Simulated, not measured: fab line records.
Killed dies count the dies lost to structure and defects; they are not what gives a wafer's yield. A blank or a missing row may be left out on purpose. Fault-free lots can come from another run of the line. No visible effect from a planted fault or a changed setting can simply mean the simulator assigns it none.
Matching of chambers    flow nand_harc    NHARC_A_STAIRCASE_DESCUM_291 on rie_diel-11 has 4 sister chambers
The step chemistry O2, time 3 s. 4 wafers are shown with their chamber, then 11 later ones without.

WAFERS, EACH WITH ITS CHAMBER
wafer   chamber  showerhead_plenum_p_Torr (Torr)
L090.1  0        1.93
L091.6  2        1.77
L091.5  3        1.96
L094.1  1        1.99

WAFERS WHOSE CHAMBER IS MISSING
wafer   showerhead_plenum_p_Torr (Torr)
L094.2  1.96
L094.3  1.93
L094.4  1.77
L094.5  1.96
L094.6  1.77
L096.3  2.07
L096.5  1.99
L096.6  1.93
L097.1  2.07
L097.2  1.99
L097.6  1.95

THE CHAMBER EACH PASSED THROUGH
wafer   from the rows above           in truth
L094.2  can't be placed: 3 or 0 or 1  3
L094.3  can't be placed: 0 or 3 or 1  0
L094.4  2                             2
L094.5  can't be placed: 3 or 0 or 1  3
L094.6  2                             2
L096.3  can't be placed: 1 or 3 or 0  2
L096.5  can't be placed: 1 or 3 or 0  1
L096.6  can't be placed: 0 or 3 or 1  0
L097.1  can't be placed: 1 or 3 or 0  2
L097.2  can't be placed: 1 or 3 or 0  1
L097.6  can't be placed: 3 or 0 or 1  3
Correct placement for 2 of the 11. From these rows, 9 cannot be placed; in 7 the true chamber is one of the candidates. 0 placed wrongly.
How it was worked out, from the rows above alone: a wafer's distance from a chamber is the root of the sum, over the readings, of the square of ((its reading less the chamber's mean) divided by the reading's scatter). The wafer belongs to the nearest chamber; if the next one is less than 2 further off, it can't be placed. For every chamber, the mean is computed from those of its wafers that are shown. The scatter: root of mean squared gap, hidden wafer to nearest shown wafer, with one shown wafer a chamber.
